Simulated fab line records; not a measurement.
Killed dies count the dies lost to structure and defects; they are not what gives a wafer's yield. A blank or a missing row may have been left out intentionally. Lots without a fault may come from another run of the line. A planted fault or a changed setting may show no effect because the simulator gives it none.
fab line records    flow nandHarc
[record] lots = 10  wafers = 30  lastDay = 33
route steps=1302 shown A_CHANNEL_HOLE_D1@450 END@1302
lots that met no fault: taken from a fault-free run of the same line
startH: hours from the record's opening day to when the first of the lot's shown wafers began    waitH: hours from the lot's prior step to this one    " same as the row above    L1.1+2: a row that stands for several wafers    - no value, or no start was given    * or withheld: withheld    < > ~ a bound
route shown NAME@n: NAME is a module with steps in the file, n the number in the route of the first one    usual: the fault-free wafers' mean and standard deviation    same: alike in all rows    chamber/n: place in a boat    sites: readings site by site    _std_site: standard deviation across them    _edge_site: outer sites' mean less inner sites'    radiusMm: for every site, how far away it sits from the centre of the wafer    mask NAME#n: copy n    behind: the last tool/chamber to shape the wafer    hold: cause of the lot's hold/its duration in hours/its outcome    device: transistor that didn't switch, given as n, p or np    end of line: the route-end tests of the same wafers    where a step has no rows: the recipe by itself    killed: count of dies lost to structure and defects at first sort (not the wafer's yield)    map: shows each die of a wafer: x if killed, . if not, _ if none is there
set.NAME: the setting as run; set.NAME@STEP: as run at that earlier step    model.NAME: the simulator's own value behind a step, which no gauge read
one table for each step of the route and one row for each wafer, over a sample of lots
services: the hour from which a tool's chamber was out of use, counted from the record's first day as startH (under 0 if before that day), plus the number of hours and why
[[steps]]
[step NHARC_A_CHANNEL_HOLE_D1_DEP_00]
[recipe] targetThkA = 31000  tempC = 400  material = aC
[usual] throttleValvePct = 34.999/0.0091
lot.wafer  tool       chamber  startH  waitH  throttleValvePct
L749.1     aclDep-01  0        178.73  0.1    34.997
L749.2     "          0        "       "      34.997
L749.6     "          0        180.32  1.6    34.995
L750.1     aclDep-01  0        185.00  0.6    35.008
L750.3     "          0        "       "      34.991
L750.6     "          0        "       "      35.003
L751.2     aclDep-03  0        200.24  6.6    35.006
L751.3     "          0        "       "      34.994
L751.4     "          0        "       "      35.000
L758.1     aclDep-03  0        264.53  5.4    35.000
L758.5     "          0        265.80  6.6    34.999
L758.6     "          0        "       "      34.984
L763.1     aclDep-01  0        321.29  0.4    35.005
L763.3     "          0        "       "      34.983
L763.4     "          0        "       "      34.999
L766.1     aclDep-03  0        343.85  0.3    35.008
L766.2     "          0        "       "      34.997
L766.5     "          0        "       "      34.988
L767.1     aclDep-01  0        364.58  3.0    34.996
L767.2     "          0        "       "      35.003
L767.4     "          0        "       "      35.010
L770.1     aclDep-02  0        382.98  0.1    34.999
L770.2     "          0        "       "      35.001
L770.5     "          0        "       "      35.000
L769.1     aclDep-01  0        383.13  0.2    34.993
L769.4     "          0        "       "      34.998
L769.6     "          0        "       "      35.001
L772.1     aclDep-01  0        414.98  3.5    34.992
L772.2     "          0        "       "      35.007
L772.4     "          0        "       "      34.994
[step NHARC_A_CHANNEL_HOLE_D1_PEB_08]
[recipe] pebTempC = 100  pebTimeS = 65
[usual] heaterPowerTotalW = 156.6/0.43  resistLineTempC = 23.03/0.11
lot.wafer  tool           chamber  startH  waitH  heaterPowerTotalW  resistLineTempC
L749.1     lithoTrack-04  0        181.30  0.1    157.1              22.87
L749.2     "              0        "       "      156.3              23.10
L749.6     "              0        "       "      157.0              23.10
L750.1     lithoTrack-06  0        187.61  0.1    156.9              23.04
L750.3     "              0        "       "      157.1              23.06
L750.6     "              0        "       "      156.9              23.01
L751.2     lithoTrack-06  0        202.49  0.1    157.0              22.89
L751.3     "              0        "       "      156.8              23.03
L751.4     "              0        "       "      157.0              22.91
L758.1     lithoTrack-04  0        266.98  0.1    156.3              23.21
L758.5     "              0        "       "      156.0              22.95
L758.6     "              0        "       "      157.1              23.03
L763.1     lithoTrack-04  0        323.92  0.1    156.5              23.22
L763.3     "              0        "       "      156.1              23.39
L763.4     "              0        "       "      157.1              23.10
L766.1     lithoTrack-04  0        346.45  0.1    179.0              23.06
L766.2     "              0        "       "      178.8              23.08
L766.5     "              0        "       "      156.1              23.04
L767.1     lithoTrack-04  0        367.12  0.1    178.8              23.26
L767.2     "              0        "       "      179.7              23.13
L767.4     "              0        "       "      157.1              22.92
L770.1     lithoTrack-01  0        385.55  0.1    156.5              22.97
L770.2     "              0        "       "      157.0              23.01
L770.5     "              0        "       "      156.8              23.16
L769.1     lithoTrack-06  0        385.70  0.1    156.9              23.01
L769.4     "              0        "       "      157.0              22.96
L769.6     "              0        "       "      155.9              23.05
L772.1     lithoTrack-06  0        417.53  0.1    156.0              22.92
L772.2     "              0        "       "      156.2              23.04
L772.4     "              0        "       "      157.0              23.01
[step NHARC_A_CHANNEL_HOLE_D1_CD_MEAS_10]
[recipe] targetCdNm = 100  landingEnergyEv = 500
[usual] cdNm = 100.0/0.43
lot.wafer  tool      chamber  startH  waitH  cdNm
L749.1     cdSem-03  0        181.38  -      100.5
L749.2     "         0        "       "      100.0
L749.6     "         0        "       "      100.0
L750.1     cdSem-01  0        187.69  -      100.1
L750.3     "         0        "       "      100.5
L750.6     "         0        "       "      99.4
L751.2     cdSem-02  0        202.57  -      99.9
L751.3     "         0        "       "      100.2
L751.4     "         0        "       "      99.8
L758.1     cdSem-03  0        267.05  -      100.4
L758.5     "         0        "       "      100.2
L758.6     "         0        "       "      101.0
L763.1     cdSem-02  0        324.00  -      100.5
L763.3     "         0        "       "      100.5
L763.4     "         0        "       "      100.5
L766.1     cdSem-01  0        346.53  -      93.4
L766.2     "         0        "       "      93.4
L766.5     "         0        "       "      100.8
L767.1     cdSem-02  0        367.20  -      92.5
L767.2     "         0        "       "      92.0
L767.4     "         0        "       "      99.3
L770.1     cdSem-03  0        385.63  -      100.6
L770.2     "         0        "       "      99.9
L770.5     "         0        "       "      99.9
L769.1     cdSem-03  0        385.78  -      100.2
L769.4     "         0        "       "      99.7
L769.6     "         0        "       "      100.3
L772.1     cdSem-03  0        417.61  -      100.2
L772.2     "         0        "       "      100.3
L772.4     "         0        "       "      100.7
[step NHARC_A_CHANNEL_HOLE_D1_CD_MEAS_18]
[usual] cdNm = 98.8/1.6
lot.wafer  tool      chamber  startH  waitH  cdNm
L749.1     cdSem-03  -        182.67  -      98.7
L749.2     "         -        "       "      97.9
L749.6     "         -        "       "      98.4
L750.1     cdSem-03  -        188.98  -      99.4
L750.3     "         -        "       "      98.2
L750.6     "         -        "       "      96.2
L751.2     cdSem-03  -        203.86  -      97.6
L751.3     "         -        "       "      99.1
L751.4     "         -        "       "      96.4
L758.1     cdSem-01  -        268.35  -      97.2
L758.5     "         -        "       "      98.4
L758.6     "         -        "       "      98.3
L763.1     cdSem-01  -        325.30  -      98.7
L763.3     "         -        "       "      99.7
L763.4     "         -        "       "      102.1
L766.1     cdSem-01  -        348.27  -      92.5
L766.2     "         -        "       "      92.1
L766.5     "         -        "       "      100.5
L767.1     cdSem-02  -        368.49  -      91.0
L767.2     "         -        "       "      91.1
L767.4     "         -        "       "      99.3
L770.1     cdSem-02  -        387.08  -      100.0
L770.2     "         -        "       "      98.4
L770.5     "         -        "       "      98.5
L769.1     cdSem-02  -        387.52  -      99.3
L769.4     "         -        "       "      100.7
L769.6     "         -        "       "      100.2
L772.1     cdSem-02  -        418.91  -      98.2
L772.2     "         -        "       "      99.1
L772.4     "         -        "       "      97.8
[step NHARC_A_CHANNEL_HOLE_D1_ETCH_20]
[recipe] biasV = 3000  sourceW = withheld  pressureMtorr = 20  timeS = 361.9  arFlowSccm = 375  c4f8FlowSccm = 89.3  o2FlowSccm = 35.7  tempC = -20  targetDepthA = 16000  chemistry = C4F8/O2/Ar
[usual] drypumpMotorCurrentA = 5.8/0.69  showerheadPlenumPTorr = 3.70/0.14  throttleValvePct = 32.155/0.0095
lot.wafer  tool        chamber  startH  waitH  drypumpMotorCurrentA  rfHoursCounterH  showerheadPlenumPTorr  throttleValvePct
L749.2     harEtch-01  0        183.22  0.1    4.9                   84               3.73                   32.158
L749.1     "           1        "       "      5.4                   84               3.88                   32.157
L749.6     "           0        "       "      4.9                   -                3.73                   32.167
L750.1     harEtch-02  1        189.16  0.1    6.1                   298              3.77                   32.162
L750.3     "           1        "       "      6.1                   -                3.76                   32.152
L750.6     "           0        "       "      6.7                   -                3.48                   32.153
L751.2     harEtch-02  1        205.21  0.1    6.1                   306              3.76                   32.144
L751.3     "           0        "       "      6.7                   -                3.47                   32.152
L751.4     "           1        "       "      6.1                   -                3.76                   32.170
L758.1     harEtch-02  1        268.53  0.1    6.1                   332              3.75                   32.167
L758.5     "           1        "       "      6.1                   -                3.75                   32.150
L758.6     "           0        "       "      6.7                   -                3.45                   32.152
L763.1     harEtch-02  1        325.99  0.2    6.1                   371              3.72                   32.156
L763.3     "           1        "       "      6.1                   -                3.73                   32.157
L763.4     "           1        "       "      6.1                   -                3.73                   32.145
L766.1     harEtch-01  0        348.62  0.1    4.9                   179              3.68                   32.152
L766.2     "           1        "       "      5.4                   179              3.83                   32.149
L766.5     "           1        "       "      5.4                   -                3.83                   32.150
L767.2     harEtch-01  1        369.82  0.1    5.4                   190              3.83                   32.144
L767.1     "           0        "       "      4.9                   190              3.67                   32.157
L767.4     "           1        "       "      5.3                   -                3.83                   32.156
L770.2     harEtch-01  0        390.30  0.1    4.9                   210              3.66                   32.164
L770.1     "           1        "       "      5.3                   210              3.81                   32.144
L770.5     "           1        "       "      5.3                   -                3.81                   32.164
L769.1     harEtch-02  1        394.19  0.1    6.1                   0                3.71                   32.163
L769.4     "           1        "       "      6.1                   -                3.71                   32.178
L769.6     "           1        "       "      6.1                   -                3.71                   32.171
L772.1     harEtch-02  0        419.10  0.1    6.7                   15               3.92                   32.171
L772.2     "           1        "       "      6.1                   15               3.70                   32.152
L772.4     "           0        "       "      6.7                   -                3.92                   32.168
[step NHARC_A_CHANNEL_HOLE_D1_STRIP_27]
[recipe] o2FlowSccm = 500  arFlowSccm = 0  biasW = 0  chemistry = O2
[usual] drypumpMotorCurrentA = 5.8/0.47  oesProductAu = 0.995/0.0082  rfVppV = 57.9/0.73  showerheadPlenumPTorr = 3.53/0.11  throttleValvePct = 17.037/0.0079
lot.wafer  tool        chamber  startH  waitH  drypumpMotorCurrentA  oesProductAu  rfHoursCounterH  rfVppV  showerheadPlenumPTorr  throttleValvePct
L749.2     rieDiel-05  0        -       -      5.3                   1.009         31               58.8    3.63                   17.044
L749.1     "           2        "       "      4.9                   0.989         41               58.2    3.75                   17.038
L749.6     "           3        "       "      5.3                   1.004         -                57.9    3.45                   17.040
L750.3     rieDiel-12  2        -       -      5.7                   0.994         7                55.7    3.46                   17.028
L750.1     "           3        "       "      6.1                   0.989         6                56.6    3.43                   17.039
L750.6     "           3        "       "      6.1                   0.994         -                58.3    3.43                   17.043
L751.2     rieDiel-12  0        -       -      6.5                   0.992         8                58.4    3.66                   17.032
L751.4     "           1        "       "      5.2                   0.997         8                58.2    3.49                   17.028
L751.3     "           2        "       "      5.7                   0.992         9                58.4    3.45                   17.035
L758.1     rieDiel-05  2        -       -      4.9                   0.994         11               56.6    3.74                   17.030
L758.5     "           0        "       "      5.3                   0.998         -                57.8    3.62                   17.038
L758.6     "           1        "       "      6.0                   0.994         -                58.7    3.36                   17.013
L763.3     rieDiel-12  1        -       -      5.1                   1.007         5                57.5    3.49                   17.032
L763.4     "           2        "       "      5.7                   1.000         5                57.0    3.45                   17.037
L763.1     "           0        "       "      6.5                   1.000         6                57.3    3.65                   17.040
L766.2     rieDiel-05  1        -       -      6.0                   1.001         42               58.6    3.34                   17.041
L766.1     "           2        "       "      4.9                   0.986         43               58.2    3.72                   17.046
L766.5     "           0        "       "      5.3                   0.997         -                58.0    3.60                   17.035
L767.1     rieDiel-12  2        -       -      5.7                   0.995         9                57.3    3.45                   17.046
L767.4     "           0        "       "      6.5                   1.005         9                58.5    3.65                   17.035
L767.2     "           1        "       "      5.2                   0.993         9                57.8    3.49                   17.045
L770.2     rieDiel-01  0        -       -      5.5                   1.017         1                58.5    3.59                   17.043
L770.1     "           2        "       "      5.5                   1.001         1                57.5    3.56                   17.043
L770.5     "           0        "       "      5.4                   1.019         -                58.1    3.59                   17.030
L769.1     rieDiel-12  2        -       -      5.7                   0.993         11               57.6    3.45                   17.024
L769.6     "           0        "       "      6.5                   0.986         -                58.5    3.65                   17.043
L769.4     "           2        "       "      5.7                   1.002         -                57.9    3.45                   17.047
L772.4     rieDiel-12  2        -       -      5.7                   0.989         13               58.4    3.44                   17.036
L772.2     "           0        "       "      6.5                   0.999         13               58.8    3.65                   17.038
L772.1     "           1        "       "      5.2                   0.993         12               58.9    3.49                   17.038
[step NHARC_A_CHANNEL_HOLE_D1_CD_MEAS_30]
[usual] cdNm = 90.0/1.1
lot.wafer  tool      chamber  startH  waitH  cdNm
L749.1     cdSem-01  -        188.64  -      92.4
L749.2     "         -        "       "      89.2
L749.6     "         -        "       "      90.7
L750.1     cdSem-01  -        194.57  -      89.3
L750.3     "         -        "       "      89.9
L750.6     "         -        "       "      89.2
L751.2     cdSem-03  -        210.59  -      89.0
L751.3     "         -        "       "      89.2
L751.4     "         -        "       "      89.5
L758.1     cdSem-02  -        274.43  -      90.3
L758.5     "         -        "       "      88.9
L758.6     "         -        "       "      90.0
L763.1     cdSem-01  -        335.41  -      89.8
L763.3     "         -        "       "      89.8
L763.4     "         -        "       "      91.5
L766.1     cdSem-01  -        354.02  -      84.0
L766.2     "         -        "       "      83.0
L766.5     "         -        "       "      91.2
L767.1     cdSem-03  -        375.25  -      82.7
L767.2     "         -        "       "      81.7
L767.4     "         -        "       "      88.2
L770.1     cdSem-02  -        395.79  -      91.1
L770.2     "         -        "       "      91.7
L770.5     "         -        "       "      88.8
L769.1     cdSem-03  -        399.73  -      91.9
L769.4     "         -        "       "      90.5
L769.6     "         -        "       "      91.1
L772.1     cdSem-03  -        424.51  -      89.3
L772.2     "         -        "       "      89.8
L772.4     "         -        "       "      91.3
[step NHARC_A_CHANNEL_HOLE_D1_XSEM_31]
[recipe] landingEnergyEv = 35000
[usual] botCdNm = 74.6/1.2  bowNm = 8.7/0.35  tiltDeg = 0.09/0.049
lot.wafer  tool     chamber  startH  waitH  botCdNm  bowNm  tiltDeg
L749.1     xsem-02  0        188.73  0.1    77.4     8.4    0.09
L749.2     "        0        "       "      74.5     8.5    0.09
L749.6     "        0        "       "      76.3     8.5    0.09
L750.1     xsem-01  0        194.66  0.1    74.1     8.3    0.09
L750.3     "        0        "       "      75.0     8.3    0.09
L750.6     "        0        "       "      73.7     8.4    0.09
L751.2     xsem-02  0        210.69  0.1    73.3     8.2    0.08
L751.3     "        0        "       "      73.8     8.2    0.08
L751.4     "        0        "       "      73.8     8.0    0.08
L758.1     xsem-01  0        274.51  0.1    74.2     8.7    0.06
L758.5     "        0        "       "      73.6     8.7    0.05
L758.6     "        0        "       "      74.7     8.7    0.05
L763.1     xsem-01  0        335.49  0.1    74.5     9.0    0.03
L763.3     "        0        "       "      74.0     9.1    0.03
L763.4     "        0        "       "      75.6     9.0    0.03
L766.1     xsem-01  0        354.12  0.1    67.9     8.8    0.21
L766.2     "        0        "       "      67.5     8.8    0.21
L766.5     "        0        "       "      76.0     8.8    0.21
L767.1     xsem-02  0        375.34  0.1    67.1     7.9    0.12
L767.2     "        0        "       "      66.7     8.0    0.11
L767.4     "        0        "       "      72.8     8.1    0.11
L770.1     xsem-02  0        395.88  0.1    75.1     9.2    0.09
L770.2     "        0        "       "      75.3     9.2    0.09
L770.5     "        0        "       "      72.1     9.2    0.09
L769.1     xsem-01  0        399.82  0.1    77.2     9.2    0.07
L769.4     "        0        "       "      76.6     9.2    0.07
L769.6     "        0        "       "      76.8     9.1    0.07
L772.1     xsem-02  0        424.60  0.1    73.8     9.0    0.14
L772.2     "        0        "       "      73.8     9.0    0.14
L772.4     "        0        "       "      75.8     8.9    0.14
[step NHARC_END_SORT_01]
[recipe] tempC = 25
[usual] killedAtArray = 46/15  killedAtOther = 0.8/1.1  killedAtPeriphery = 4.0/2.9  killedDies = 50/15  killedOpen = 3.2/1.8  killedShort = 2.3/1.6
[same] grossDies = 677
lot.wafer  tool       chamber  startH  waitH  killedAtArray  killedAtOther  killedAtPeriphery  killedDies  killedOpen  killedShort
L767.2     prober-02  0        765.78  2.8    48             1              3                  52          2           2
// killed by level:class
L767.2 A_CHANNEL_HOLE_D2:chamberFilmFlake=22 A_CHANNEL_HOLE_D1:chamberFilmFlake=8 A_CONTACT:chamberFilmFlake=5 A_SLIT:chamberFilmFlake=3 A_ZERO_WELL:chamberFilmFlake=2 A_CHANNEL_FILL_D1:chamberFilmFlake=2 P_M1:geometricParticle:open=1 A_SOURCE_PLATE:geometricParticle:short=1
[[services]]
tool           chamber  startH  hours  kind
lithoTrack-01  -        155.00  7.0    pm
rieDiel-12     3        161.16  6.3    repair
lithoTrack-06  -        179.00  7.0    pm
aclDep-01      -        186.95  13.0   pm
rieDiel-01     2        195.52  3.9    repair
lithoTrack-04  -        203.00  7.0    pm
harEtch-01     -        204.37  0.4    repair
rieDiel-12     0        221.18  11.2   repair
rieDiel-05     -        229.62  9.0    pm
rieDiel-12     3        240.37  8.1    repair
rieDiel-05     3        247.37  4.5    repair
rieDiel-12     -        268.40  9.0    pm
harEtch-01     -        273.77  1.6    repair
aclDep-03      -        306.40  13.0   pm
rieDiel-12     3        337.64  1.8    repair
harEtch-01     -        337.73  0.1    repair
aclDep-01      -        351.89  8.9    repair
lithoTrack-06  -        354.00  7.0    pm
aclDep-01      -        368.29  13.0   pm
xsem-01        -        374.00  14.0   pm
harEtch-02     -        377.07  17.0   pm
lithoTrack-04  -        378.00  7.0    pm
rieDiel-12     1        393.93  9.4    repair
rieDiel-05     -        406.83  9.0    pm
[[key]]
[firstSign] step = NHARC_A_CHANNEL_HOLE_D1_PEB_08  reading = heaterPowerTotalW  direction = up  sigmas = 52  usual = *  struck = *
[effect] step = NHARC_A_CHANNEL_HOLE_D1_CD_MEAS_10  reading = cdNm  direction = down  sigmas = 17  usual = 100.0  struck = 92.8
[effect] step = NHARC_A_CHANNEL_HOLE_D1_CD_MEAS_18  reading = cdNm  direction = down  sigmas = 4.6  usual = 98.8  struck = 91.7
[effect] step = NHARC_A_CHANNEL_HOLE_D1_CD_MEAS_30  reading = cdNm  direction = down  sigmas = 6.6  usual = 90.0  struck = 82.8
[effect] step = NHARC_A_CHANNEL_HOLE_D1_XSEM_31  reading = botCdNm  direction = down  sigmas = 6.2  usual = 74.6  struck = 67.3
metAt NHARC_A_CHANNEL_HOLE_D1_PEB_08
struckLots L766,L767
struckWafers L766.1,L766.2,L767.1,L767.2
testerLeftOut L766,L767
notActingAt NHARC_A_CHANNEL_HOLE_D1_DEP_00,NHARC_A_CHANNEL_HOLE_D1_ETCH_20,NHARC_A_CHANNEL_HOLE_D1_STRIP_27
onsetBetween 323.92 346.45
[fault] kind = processParameterDrift  tool = lithoTrack-04  chamber = -  onsetH = 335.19  steps = NHARC_A_CHANNEL_HOLE_D1_PEB_08  channel = pebTimeS  offset = *  shape = step  endH = 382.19  scope = struckWafersOnly  actsIn = *  stated = *
// testerLeftOut: of these lots the tester's yield and bins aren't shown, on N5 and GAA mostly nor the transistor test; their killed dies are dies lost to structure and defects alone, not to doping, threshold or leakage, so they don't give the yield
